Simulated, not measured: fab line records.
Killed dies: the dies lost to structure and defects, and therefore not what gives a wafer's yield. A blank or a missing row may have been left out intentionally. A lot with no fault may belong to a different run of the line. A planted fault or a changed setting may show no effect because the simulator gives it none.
A lot that was struck, set against a sound lot	flow nand_harc	14 steps out of a route of 1302
Sound: the wafers L797.1, L797.2, L797.5. Struck: wafers L814.4, L814.6 (left out: L814.2, a lot-mate that was not struck); the cause follows at the end.
At each step with rows: each side's tool, then ch and its chambers, then its first start. Under that, the readings that differ: sound wafers	struck wafers	difference of the means	sigmas: that difference in standard deviations of wafers without a fault.
alike: same words and numbers on both sides, and readings whose means sit less than 2 such deviations apart. not compared: any withheld reading, any reading some wafer has no value for, any bound like >300 that may hide the same value, and any number with overlapping values for which the record gives no deviation.
Wherever a step has rows on one side only, a row that says differs or no value, or a row with sigmas, the two part there. Numbers that have no deviation but don't overlap get no sigmas and don't part them. Lack of a reading on every wafer of one side parts them only where that side has two or more wafers.

NHARC_A_ZERO_WELL_INSPECT_17:
  sound on defect_inspect-02 at day 7 03:38; struck on defect_inspect-01 at day 14 03:57
  alike: raw_defect_count
then, 3 steps without rows for these wafers: NHARC_A_SOURCE_PLATE_PRECLEAN_00 (cleans in HF-LAST, time 60 s); NHARC_A_SOURCE_PLATE_SRD_01; NHARC_A_SOURCE_PLATE_OXIDE_02 (material SiO2, target thk 10 nm, ox time 1362 s).
NHARC_A_SOURCE_PLATE_THK_MEAS_09: measures by ellipsometry.
  sound on film_metro-01 at day 7 12:31; struck on film_metro-01 at day 14 11:12
  alike: thk_nm
then, 3 steps without rows for these wafers: NHARC_A_SOURCE_PLATE_PVD_04 (deposits WSi2, target thk 50 nm); NHARC_A_SOURCE_PLATE_CVD_03 (deposits poly-Si, target thk 200 nm, time 4000 s); NHARC_A_SOURCE_PLATE_ANNEAL_05 (time 1800 s).
NHARC_A_SOURCE_PLATE_THK_MEAS_06: measures by ellipsometry.
  sound on film_metro-02 at day 8 04:13; struck on film_metro-01 at day 15 00:02
reading	sound	struck	difference	sigmas
thk_nm (nm)	197.2 196.5 196.0	202.0 203.6	+6.2	+3
NHARC_A_SOURCE_PLATE_INSPECT_08:
  sound on defect_inspect-01 at day 8 04:19; struck on defect_inspect-02 at day 15 00:06
  alike: raw_defect_count
NHARC_A_ONON_D1_DEP_00: target thk 1000 nm.
  sound on pecvd_onon-04 ch 0, day 8 04:23; struck on pecvd_onon-04 ch 0, day 15 00:14
  alike: sih4_flow_sccm
NHARC_A_ONON_D1_THK_MEAS_02: measures by ellipsometry.
  sound on film_metro-02 at day 8 04:54; struck on film_metro-01 at day 15 00:41
reading	sound	struck	difference	sigmas
thk_nm (nm)	1001 1000 998	1491 1490	+491	+52
next comes 1 step that has no rows for these wafers: NHARC_A_ONON_D1_DEP_03 (target thickness 1000 nm).
-- jump in the record: it breaks off in module A_ONON_D1 and resumes in module END (first step shown: number 1302 of the route), and 17 days separate the struck wafers' starts before and after --
NHARC_END_SORT_01:
  only the struck wafers appear in the record here, on prober-02 ch 0 at day 31 22:56; the sound ones have no rows

WHERE THEY PART
Earliest at NHARC_A_SOURCE_PLATE_THK_MEAS_06; latest, in this record, at NHARC_END_SORT_01.

WHY: what the simulator had put in
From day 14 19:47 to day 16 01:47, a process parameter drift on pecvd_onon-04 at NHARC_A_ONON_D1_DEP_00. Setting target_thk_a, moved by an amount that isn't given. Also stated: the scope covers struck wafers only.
